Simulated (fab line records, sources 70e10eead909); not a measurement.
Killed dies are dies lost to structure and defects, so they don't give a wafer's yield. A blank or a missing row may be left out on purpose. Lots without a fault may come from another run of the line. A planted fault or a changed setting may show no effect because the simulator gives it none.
Chamber matching | flow nand_harc | NHARC_A_CHANNEL_FILL_D1_ALD_16 on ald_hk-01: 4 sister chambers
The step deposits SiO2, target thk 1.5 nm, pulse time 10 s, ald cycles 15. 16 wafers are shown with their chamber, then 8 later ones without.

WAFERS WITH THEIR CHAMBER
wafer  | chamber | heater_power_outer_w (W) | heater_power_w (W) | precursor_pulse_height_rel
L077.1 | 2       | 237                      | 450                | 0.987
L077.3 | 1       | 287                      | 536                | 1.000
L077.5 | 3       | 276                      | 473                | 0.978
L079.1 | 2       | 234                      | 470                | 0.999
L079.2 | 0       | 302                      | 513                | 0.981
L079.6 | 3       | 271                      | 449                | 0.958
L084.1 | 1       | 258                      | 510                | 1.005
L084.4 | 3       | 276                      | 472                | 1.003
L084.5 | 0       | 313                      | 526                | 0.989
L088.4 | 3       | 284                      | 474                | 1.010
L088.5 | 0       | 309                      | 516                | 0.977
L088.6 | 1       | 259                      | 504                | 1.004
L087.4 | 2       | 262                      | 495                | 1.002
L087.5 | 1       | 266                      | 504                | 1.016
L087.6 | 2       | 256                      | 495                | 0.983
L085.4 | 1       | 267                      | 491                | 1.001

SIGNATURES (means of the wafers above)
reading                    | chamber 0 | chamber 1 | chamber 2 | chamber 3 | scatter within a chamber
heater_power_outer_w       | 308.00    | 267.40    | 247.25    | 276.75    | 10.3
heater_power_w             | 518.33    | 509.00    | 477.50    | 467.00    | 16
precursor_pulse_height_rel | 0.98233   | 1.00520   | 0.99275   | 0.98725   | 0.0135
Rule: a wafer's distance from a chamber is the root of the sum, over the readings, of the square of ((its reading less the chamber's mean) divided by the reading's scatter). The wafer belongs to the nearest chamber; if the next one is less than 2 further off, it can't be placed. The scatter: the root of (the sum of the squares of (reading less its chamber's mean) over the shown wafers, divided by (wafers less chambers)).

WAFERS WITHOUT THEIR CHAMBER
wafer  | heater_power_outer_w (W) | heater_power_w (W) | precursor_pulse_height_rel
L085.5 | 301                      | 538                | 0.999
L085.6 | 291                      | 488                | 1.011
L090.2 | 262                      | 498                | 1.053
L090.4 | 307                      | 531                | 0.978
L090.5 | 310                      | 524                | 0.971
L097.1 | 256                      | 495                | 1.016
L097.2 | 278                      | 472                | 0.976
L097.6 | 282                      | 466                | 1.012

WHICH CHAMBER EACH WENT THROUGH
wafer  | from the rows above               | in truth
L085.5 | can't be placed: 0 or 1           | 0
L085.6 | can't be placed: 3 or 1 or 0 or 2 | 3
L090.2 | can't be placed: 1 or 2 or 3      | 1
L090.4 | 0                                 | 0
L090.5 | 0                                 | 0
L097.1 | can't be placed: 1 or 2 or 3      | 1
L097.2 | 3                                 | 3
L097.6 | can't be placed: 3 or 1 or 2      | 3
Placed correctly: 3 of 8. Can't be placed from these rows: 5 (the true chamber is among the candidates in 5). Placed wrongly: 0.
